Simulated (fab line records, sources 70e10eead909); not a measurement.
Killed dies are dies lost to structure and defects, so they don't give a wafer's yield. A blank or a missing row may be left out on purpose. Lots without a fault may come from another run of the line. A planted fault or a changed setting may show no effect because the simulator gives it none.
Chamber matching | flow nand_harc | NHARC_A_SGD_CUT_DEP_00 on pecvd-03: 3 sister chambers
The step deposits SiNx, target thk 50 nm. 14 wafers are shown with their chamber, then 7 later ones without.

WAFERS WITH THEIR CHAMBER
wafer  | chamber | heater_power_outer_w (W) | heater_power_w (W)
L837.2 | 0       | 425                      | 738
L837.4 | 1       | 483                      | 735
L837.5 | 0       | 419                      | 724
L839.1 | 1       | 516                      | 791
L839.4 | 1       | 526                      | 774
L839.5 | 2       | 422                      | 725
L841.1 | 1       | 409                      | 669
L841.3 | 0       | 420                      | 742
L841.4 | 1       | 414                      | 659
L850.1 | 1       | 478                      | 729
L850.5 | 0       | 436                      | 744
L850.6 | 1       | 485                      | 717
L852.2 | 0       | 431                      | 751
L852.5 | 1       | 478                      | 709

SIGNATURES (means of the wafers above)
reading              | chamber 0 | chamber 1 | chamber 2 | scatter within a chamber
heater_power_outer_w | 426.20    | 473.62    | 422.00    | 34
heater_power_w       | 739.80    | 722.88    | 725.00    | 37
Rule: a wafer's distance from a chamber is the root of the sum, over the readings, of the square of ((its reading less the chamber's mean) divided by the reading's scatter). The wafer belongs to the nearest chamber; if the next one is less than 2 further off, it can't be placed. The scatter: the root of (the sum of the squares of (reading less its chamber's mean) over the shown wafers, divided by (wafers less chambers)).

WAFERS WITHOUT THEIR CHAMBER
wafer  | heater_power_outer_w (W) | heater_power_w (W)
L852.6 | 446                      | 724
L853.2 | 428                      | 705
L853.3 | 512                      | 762
L853.5 | 426                      | 713
L855.2 | 458                      | 690
L855.4 | 385                      | 660
L855.5 | 447                      | 688

WHICH CHAMBER EACH WENT THROUGH
wafer  | from the rows above          | in truth
L852.6 | can't be placed: 2 or 0 or 1 | 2
L853.2 | can't be placed: 2 or 0 or 1 | 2
L853.3 | can't be placed: 1 or 0 or 2 | 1
L853.5 | can't be placed: 2 or 0 or 1 | 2
L855.2 | can't be placed: 1 or 2 or 0 | 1
L855.4 | can't be placed: 2 or 0 or 1 | 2
L855.5 | can't be placed: 1 or 2 or 0 | 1
Placed correctly: 0 of 7. Can't be placed from these rows: 7 (the true chamber is among the candidates in 7). Placed wrongly: 0.
